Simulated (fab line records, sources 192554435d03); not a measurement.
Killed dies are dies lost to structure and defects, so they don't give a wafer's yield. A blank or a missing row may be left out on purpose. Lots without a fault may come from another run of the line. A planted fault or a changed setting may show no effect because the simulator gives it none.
Chamber matching | flow n5_finfet | N5_BEOL_M13_TRENCH_ETCH_34 on rie_diel-01: 4 sister chambers
The step etches SiOC in C4F8/O2/Ar, target depth 413.47 nm, time 162.6 s. 18 wafers are shown with their chamber, then 9 later ones without.

WAFERS WITH THEIR CHAMBER
wafer  | chamber | showerhead_plenum_p_Torr (Torr) | drypump_motor_current_A (A) | throttle_valve_pct (%)
L075.2 | 1       | 3.44                            | 5.5                         | 24.64
L075.4 | 1       | 3.44                            | 5.5                         | 24.64
L075.6 | 2       | 3.24                            | 6.3                         | 23.99
L077.1 | 0       | 3.35                            | 5.6                         | 24.00
L077.2 | 3       | 3.41                            | 5.4                         | 24.37
L077.6 | 2       | 3.24                            | 6.2                         | 24.01
L078.1 | 0       | 3.35                            | 5.7                         | 24.00
L078.4 | 3       | 3.41                            | 5.5                         | 24.36
L078.6 | 1       | 3.43                            | 5.5                         | 24.68
L082.1 | 2       | 3.23                            | 6.3                         | 24.03
L082.3 | 1       | 3.43                            | 5.5                         | 24.67
L082.5 | 3       | 3.41                            | 5.5                         | 24.38
L085.1 | 2       | 3.23                            | 6.3                         | 24.04
L085.2 | 3       | 3.41                            | 5.5                         | 24.38
L085.6 | 1       | 3.43                            | 5.5                         | 24.67
L084.1 | 2       | 3.23                            | 6.3                         | 24.03
L084.3 | 3       | 3.41                            | 5.4                         | 24.38
L084.4 | 0       | 3.35                            | 5.7                         | 23.60

SIGNATURES (means of the wafers above)
reading                  | chamber 0 | chamber 1 | chamber 2 | chamber 3 | scatter within a chamber
showerhead_plenum_p_Torr | 3.3500    | 3.4340    | 3.2340    | 3.4100    | 0.00414
drypump_motor_current_A  | 5.667     | 5.500     | 6.280     | 5.460     | 0.0436
throttle_valve_pct       | 23.8667   | 24.6600   | 24.0200   | 24.3740   | 0.0886
Rule: a wafer's distance from a chamber is the root of the sum, over the readings, of the square of ((its reading less the chamber's mean) divided by the reading's scatter). The wafer belongs to the nearest chamber; if the next one is less than 2 further off, it can't be placed. The scatter: the root of (the sum of the squares of (reading less its chamber's mean) over the shown wafers, divided by (wafers less chambers)).

WAFERS WITHOUT THEIR CHAMBER
wafer  | showerhead_plenum_p_Torr (Torr) | drypump_motor_current_A (A) | throttle_valve_pct (%)
L087.1 | 3.23                            | 6.3                         | 24.05
L087.2 | 3.35                            | 5.6                         | 23.62
L087.3 | 3.40                            | 5.5                         | 24.39
L094.2 | 3.22                            | 6.3                         | 24.07
L094.3 | 3.40                            | 5.4                         | 24.42
L094.5 | 3.34                            | 5.7                         | 23.61
L093.1 | 3.34                            | 5.7                         | 23.61
L093.2 | 3.39                            | 5.4                         | 24.40
L093.3 | 3.22                            | 6.3                         | 24.06

WHICH CHAMBER EACH WENT THROUGH
wafer  | from the rows above | in truth
L087.1 | 2                   | 2
L087.2 | 0                   | 0
L087.3 | 3                   | 3
L094.2 | 2                   | 2
L094.3 | 3                   | 3
L094.5 | 0                   | 0
L093.1 | 0                   | 0
L093.2 | 3                   | 3
L093.3 | 2                   | 2
Placed correctly: 9 of 9. Can't be placed from these rows: 0. Placed wrongly: 0.
